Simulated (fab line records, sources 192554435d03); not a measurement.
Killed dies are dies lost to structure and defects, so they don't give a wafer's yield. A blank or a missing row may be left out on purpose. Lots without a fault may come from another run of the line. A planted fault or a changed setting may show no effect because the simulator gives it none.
fab line records | flow n5_finfet
record lots=12 wafers=33 last_day=18
route steps=1938 shown BEOL_M5@1176 BEOL_M6@1195 PASSIVATION@1936
lots that met no fault: from a run of the same line without faults
start_h: hours from the record's first day to the start of the lot's first wafer shown | wait_h: hours since the lot's step before | " the same as in the row above | L1.1+2: a row that stands for several wafers | - no value, or no start given | * or withheld: withheld | < > ~ a bound
route shown NAME@n: a module of which the file shows steps, and the number in the route of the first | usual: mean/standard deviation of fault-free wafers | same: alike in all rows | chamber/n: place in a boat | sites: the reading at each site | _std_site: their standard deviation | _edge_site: outer sites' mean less inner sites' | radius_mm: how far each site lies from the wafer's centre | mask NAME#n: copy n | behind: the tool/chamber that last shaped the wafer | hold: why the lot was held/for how many hours/how that ended | device: the transistor (n, p or np) that didn't switch | end of line: the same wafers' tests at the end of the route | a step without rows: its recipe alone | killed: dies lost to structure and defects at the first sort, not the wafer's yield | map: a wafer's dies, x killed, . not, _ none there
set.NAME: the setting as run; set.NAME@STEP: as run at that earlier step | model.NAME: the simulator's own value behind a step, which no gauge read
steps of the route over a sample of lots; a table a step, a row a wafer
services: from which hour (start_h, from the record's first day; less than 0 if before it) a tool's chamber was out of use, for how many hours, and why
## steps
# step N5_BEOL_M5_ANNEAL_49
# recipe temp_c=400 time_s=1800 ambient=vacuum
# usual heater_power_w=809/73
# columns lot.wafer tool chamber start_h wait_h heater_power_w
L578.4 pvd_sputter-02 - 173.62 0.0 828
L578.5 " - " " 839
L578.6 " - " " 739
L580.2 pvd_sputter-03 - 187.13 0.0 668
L580.4 " - " " 859
L580.6 " - " " 755
L579.2 pvd_sputter-03 - 192.56 0.0 858
L579.3 " - " " 762
L579.4 " - " " 911
L581.3 pvd_sputter-01 - 207.91 0.0 748
L581.4 " - " " 781
L581.5 " - " " 761
L584.1 pvd_sputter-02 - 223.38 0.0 797
L584.3 " - " " 732
L584.4 " - " " 817
L587.2 pvd_sputter-01 - 241.52 0.0 944
L587.4 " - " " 798
L586.4 pvd_sputter-02 - 253.57 0.0 850
L586.6 " - " " 858
L590.4 pvd_sputter-02 - 266.95 0.0 832
L590.6 " - " " 780
L594.2 pvd_sputter-02 - 287.54 0.0 773
L594.3 " - " " 781
L594.4 " - " " 837
L595.1 pvd_sputter-03 - 292.46 0.0 784
L595.5 " - " " 838
L595.6 " - " " 661
L599.3 pvd_sputter-03 - 320.35 0.0 673
L599.5 " - " " 665
L599.6 " - " " 860
L601.2 pvd_sputter-02 - 334.34 0.0 798
L601.3 " - " " 875
L601.4 " - " " 825
# step N5_BEOL_M5_ANNEAL_89
# recipe temp_c=400 time_s=1800 ambient=vacuum
# usual heater_power_w=809/74
# columns lot.wafer tool chamber start_h wait_h heater_power_w
L578.4 pvd_sputter-02 - 176.88 0.0 840
L578.5 " - " " 841
L578.6 " - " " 747
L580.2 pvd_sputter-03 - 190.39 0.0 662
L580.4 " - " " 853
L580.6 " - " " 766
L579.2 pvd_sputter-03 - 195.82 0.0 866
L579.3 " - " " 739
L579.4 " - " " 919
L581.3 pvd_sputter-01 - 211.44 0.0 768
L581.4 " - " " 807
L581.5 " - " " 762
L584.1 pvd_sputter-02 - 226.64 0.0 782
L584.3 " - " " 726
L584.4 " - " " 841
L587.2 pvd_sputter-01 - 244.78 0.0 948
L587.4 " - " " 780
L586.4 pvd_sputter-02 - 256.83 0.0 873
L586.6 " - " " 876
L590.4 pvd_sputter-02 - 271.70 0.0 838
L590.6 " - " " 799
L594.2 pvd_sputter-02 - 290.80 0.0 743
L594.3 " - " " 809
L594.4 " - " " 825
L595.1 pvd_sputter-03 - 295.72 0.0 771
L595.5 " - " " 863
L595.6 " - " " 640
L599.3 pvd_sputter-03 - 323.61 0.0 665
L599.5 " - " " 651
L599.6 " - " " 850
L601.2 pvd_sputter-02 - 337.60 0.0 785
L601.3 " - " " 868
L601.4 " - " " 842
# step N5_BEOL_M5_CO_CAP_78
# recipe material=Co target_thk_a=20 temp_c=200 precursor=CCTBA/H2 pressure_torr=30 time_s=102.1
# usual heater_power_w=218/21 run_length_s=125.0/0.74
# columns lot.wafer tool chamber start_h wait_h heater_power_w run_length_s
L578.4 cvd_co-01 1 178.98 0.0 205 125.3
L578.5 " 2 " " 198 125.3
L578.6 " 0 " " 232 124.3
L580.2 cvd_co-01 2 192.50 0.0 194 126.1
L580.4 " 2 " " 196 125.1
L580.6 " 1 " " 208 125.6
L579.2 cvd_co-01 1 197.69 0.0 213 125.0
L579.3 " 0 " " 230 123.9
L579.4 " 1 " " 203 125.8
L581.3 cvd_co-02 2 213.41 0.0 257 125.4
L581.4 " 2 " " 256 124.8
L581.5 " 1 " " 189 125.6
L584.1 cvd_co-02 1 228.51 0.0 197 125.7
L584.3 " 0 " " 231 125.0
L584.4 " 2 " " 257 124.6
L587.2 cvd_co-01 2 247.05 0.0 196 125.6
L587.4 " 0 " " 228 80.1
L586.4 cvd_co-01 2 258.78 0.0 195 82.3
L586.6 " 0 " " 236 80.4
L590.4 cvd_co-01 0 273.63 0.0 226 80.3
L590.6 " 1 " " 210 81.7
L594.2 cvd_co-02 2 292.92 0.0 250 124.5
L594.3 " 0 " " 231 124.4
L594.4 " 0 " " 230 124.2
L595.1 cvd_co-02 2 297.60 0.0 255 125.3
L595.5 " 0 " " 228 124.5
L595.6 " 1 " " 191 126.3
L599.3 cvd_co-02 1 325.70 0.0 192 125.6
L599.5 " 0 " " 224 124.4
L599.6 " 1 " " 186 126.5
L601.2 cvd_co-01 0 339.50 0.0 237 123.7
L601.3 " 2 " " 200 125.2
L601.4 " 0 " " 237 123.7
# step N5_BEOL_M6_CURE_74
# recipe temp_c=385 time_s=240 ambient=He/Ar material=SiCOH_lowk
# usual lamp_power_pct=52.31/0.053 wafer_temp_C_max=386.7/0.49
# columns lot.wafer tool chamber start_h wait_h lamp_power_pct wafer_temp_C_max
L578.4 uv_cure-02 2 179.50 0.3 52.24 386.4
L578.5 " 2 " " 52.31 386.6
L578.6 " 2 " " 52.31 386.9
L580.2 uv_cure-02 1 192.97 0.2 52.28 386.6
L580.4 " 1 " " 52.38 386.3
L580.6 " 1 " " 52.33 386.5
L579.2 uv_cure-03 1 198.09 0.1 52.42 386.2
L579.3 " 1 " " 52.38 386.5
L579.4 " 1 " " 52.36 386.3
L581.3 uv_cure-01 1 214.10 0.4 52.26 387.3
L581.4 " 1 " " 52.38 387.2
L581.5 " 1 " " 52.33 387.3
L584.1 uv_cure-01 1 228.85 0.1 52.40 387.2
L584.3 " 1 " " 52.33 387.9
L584.4 " 1 " " 52.29 387.8
L587.2 uv_cure-02 0 247.44 0.1 52.32 387.0
L587.4 " 0 " " 52.25 386.9
L586.4 uv_cure-02 2 259.62 0.6 52.18 386.9
L586.6 " 2 " " 52.30 386.9
L590.4 uv_cure-03 0 274.14 0.3 52.40 386.2
L590.6 " 0 " " 52.28 386.1
L594.2 uv_cure-02 0 293.47 0.2 52.35 387.2
L594.3 " 0 " " 52.32 387.4
L594.4 " 0 " " 52.27 386.6
L595.1 uv_cure-03 1 297.91 0.0 52.29 386.5
L595.5 " 1 " " 52.27 386.4
L595.6 " 1 " " 52.31 386.2
L599.3 uv_cure-03 1 326.17 0.2 52.34 386.8
L599.5 " 1 " " 52.29 386.4
L599.6 " 1 " " 52.33 386.7
L601.2 uv_cure-03 0 339.93 0.1 52.35 386.7
L601.3 " 0 " " 52.25 386.4
L601.4 " 0 " " 52.32 386.7
# step N5_PASSIVATION_PROBE_49
# usual defect_limited_yield=91.3/1.5 killed_at_M0_to_M3=34/10 killed_at_M4_up=13/4.9 killed_at_contacts=13/6.1 killed_at_front_end=39/13 killed_at_other=4.1/2.7 killed_dies=103/18 killed_open=68/13 killed_short=32/7.6 sort_bin_5_function=5.2/1 sort_bin_6_memory=3.2/0.75 sort_n_pass=1077/18 sort_yield_pct=91.3/1.5
# same gross_dies=1180 killed_at_back_side=0 sort_bin_4_leakage[%]=0 sort_bin_8_speed[%]=0
# columns lot.wafer tool chamber start_h wait_h defect_limited_yield[%] killed_at_M0_to_M3 killed_at_M4_up killed_at_contacts killed_at_front_end killed_at_other killed_dies killed_open killed_short sort_bin_5_function[%] sort_bin_6_memory[%] sort_n_pass sort_yield_pct[%]
L584.1 prober-02 - 322.10 0.0 90.7 52 24 10 23 1 110 54 52 4.8 3.9 1070 90.7
L584.3 prober-02 - 322.20 0.1 90.2 54 13 8 40 1 116 74 39 5.3 4.2 1064 90.2
L584.4 prober-02 - 322.25 0.2 90.3 50 15 24 21 5 115 80 29 5.8 3.8 1065 90.3
L586.4 prober-01 - 353.64 0.2 92.0 37 11 4 36 6 94 59 29 4.2 3.6 1086 92.0
L586.6 prober-01 - 353.74 0.3 91.8 36 8 13 36 4 97 64 30 5.5 2.4 1083 91.8
L590.4 prober-01 - 360.74 0.9 92.0 29 9 26 29 1 94 69 23 4.4 3.2 1086 92.0
L590.6 prober-01 - 360.84 1.0 89.2 43 12 29 42 2 128 85 42 6.3 4.2 1052 89.2
L594.2 prober-01 - 385.70 0.1 92.6 27 21 5 33 1 87 50 35 4.6 2.6 1093 92.6
L594.3 prober-01 - 385.75 0.1 94.1 14 11 6 34 5 70 42 27 4.3 1.4 1110 94.1
L594.4 prober-01 - 385.80 0.2 93.0 23 19 13 24 4 83 54 27 3.1 3.5 1097 93.0
# killed by level:class
L584.1 BEOL_M0_SAQP:geometric_particle:short=18 BEOL_M0_SAQP:geometric_particle:open=12 BEOL_M2:geometric_particle:open=8 GATE_CUT:geometric_particle:short=7 BEOL_M4:geometric_particle:open=7 MOL_CONTACT_COAG:geometric_particle:open=5 BEOL_M4:geometric_particle:short=5 BEOL_M3:geometric_particle:open=5
L584.3 BEOL_M0_SAQP:geometric_particle:open=16 BEOL_M0_SAQP:geometric_particle:short=13 FIN_SAQP:geometric_particle:open=9 GATE_CUT:geometric_particle:short=7 MOL_CONTACT_COAG:geometric_particle:open=7 BEOL_M3:geometric_particle:open=7 FIN_SAQP:geometric_particle:short=6 BEOL_M1:geometric_particle:open=5
L584.4 MOL_CONTACT_COAG:geometric_particle:open=18 BEOL_M0_SAQP:geometric_particle:open=13 BEOL_M2:geometric_particle:open=10 BEOL_M0_SAQP:geometric_particle:short=7 BEOL_M3:geometric_particle:open=7 MOL_CONTACT_COAG:geometric_particle:short=5 BEOL_M1:geometric_particle:open=5 BEOL_M7:geometric_particle:open=4
L586.4 BEOL_M0_SAQP:geometric_particle:open=12 STI_FIN_REVEAL:geometric_particle:open=11 BEOL_M0_SAQP:geometric_particle:short=7 GATE_CUT:geometric_particle:short=5 BEOL_M2:geometric_particle:open=5 BEOL_M3:geometric_particle:open=5 BEOL_M1:geometric_particle:open=4 FIN_SAQP:geometric_particle:open=3
L586.6 MOL_CONTACT_COAG:geometric_particle:open=11 FIN_SAQP:geometric_particle:open=10 BEOL_M0_SAQP:geometric_particle:short=10 BEOL_M0_SAQP:geometric_particle:open=9 STI_FIN_REVEAL:geometric_particle:open=8 BEOL_M2:geometric_particle:open=6 DUMMY_GATE:geometric_particle:open=5 BEOL_M3:geometric_particle:open=5
L590.4 MOL_CONTACT_COAG:geometric_particle:open=22 BEOL_M2:geometric_particle:open=10 BEOL_M3:geometric_particle:open=9 FIN_SAQP:geometric_particle:short=6 DUMMY_GATE:geometric_particle:open=6 FIN_SAQP:geometric_particle:open=4 MOL_CONTACT_COAG:geometric_particle:short=4 BEOL_M1:geometric_particle:open=4
L590.6 MOL_CONTACT_COAG:geometric_particle:open=22 FIN_SAQP:geometric_particle:open=17 FIN_SAQP:geometric_particle:short=12 BEOL_M3:geometric_particle:open=11 BEOL_M0_SAQP:geometric_particle:short=8 MOL_CONTACT_COAG:geometric_particle:short=7 BEOL_M0_SAQP:geometric_particle:open=7 BEOL_M2:geometric_particle:open=6
L594.2 GATE_CUT:geometric_particle:short=7 BEOL_M4:geometric_particle:open=7 BEOL_M0_SAQP:geometric_particle:short=6 BEOL_M1:geometric_particle:open=6 BEOL_M5:geometric_particle:open=6 STARTING-WAFER:geometric_particle:short=6 STI_FIN_REVEAL:geometric_particle:open=5 FIN_SAQP:geometric_particle:open=4
L594.3 STI_FIN_REVEAL:geometric_particle:open=8 MOL_CONTACT_COAG:geometric_particle:open=5 FIN_SAQP:geometric_particle:short=4 GATE_CUT:geometric_particle:short=4 GATE_CUT:geometric_particle:open=4 BEOL_M4:geometric_particle:open=4 FIN_SAQP:geometric_particle:open=3 BEOL_M0_SAQP:geometric_particle:open=3
L594.4 MOL_CONTACT_COAG:geometric_particle:open=12 BEOL_M4:geometric_particle:open=9 BEOL_M0_SAQP:geometric_particle:short=7 DUMMY_GATE:geometric_particle:open=6 STARTING-WAFER:geometric_particle:short=6 STI_FIN_REVEAL:geometric_particle:open=4 BEOL_M3:geometric_particle:open=3 BEOL_M3:geometric_particle:short=3
## services
# columns tool chamber start_h hours kind
uv_cure-03 - 150.05 2.8 pm
uv_cure-02 - 156.40 2.1 pm
pvd_sputter-03 - 160.97 3.8 repair
cvd_co-02 2 172.43 19.2 repair
uv_cure-01 - 175.53 1.0 pm
pvd_sputter-01 - 196.31 1.0 repair
cvd_co-02 - 244.38 6.9 pm
uv_cure-02 - 261.14 1.0 pm
cvd_co-02 0 276.16 15.7 repair
cvd_co-02 - 281.38 2.8 pm
uv_cure-03 - 287.07 5.5 repair
cvd_co-02 1 298.47 8.3 repair
pvd_sputter-01 - 302.73 1.0 repair
cvd_co-02 - 309.53 1.8 repair
uv_cure-03 - 310.81 2.1 pm
pvd_sputter-02 - 321.35 3.9 repair
cvd_co-01 1 321.41 18.7 repair
## key
first_sign step=N5_BEOL_M5_CO_CAP_78 reading=run_length_s direction=down sigmas=60 usual=* struck=*
effect none on later readings
met_at N5_BEOL_M5_CO_CAP_78
struck_lots L586,L587,L590
struck_wafers L586.4,L586.6,L587.4,L590.4,L590.6
not_acting_at N5_BEOL_M5_ANNEAL_49,N5_BEOL_M5_ANNEAL_89,N5_BEOL_M6_CURE_74
onset_between 197.69 247.05
fault kind=process_parameter_drift tool=cvd_co-01 chamber=- onset_h=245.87 steps=N5_BEOL_M5_CO_CAP_78 channel=time_s offset=* shape=step end_h=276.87 scope=struck_wafers_only acts_in=* stated=*
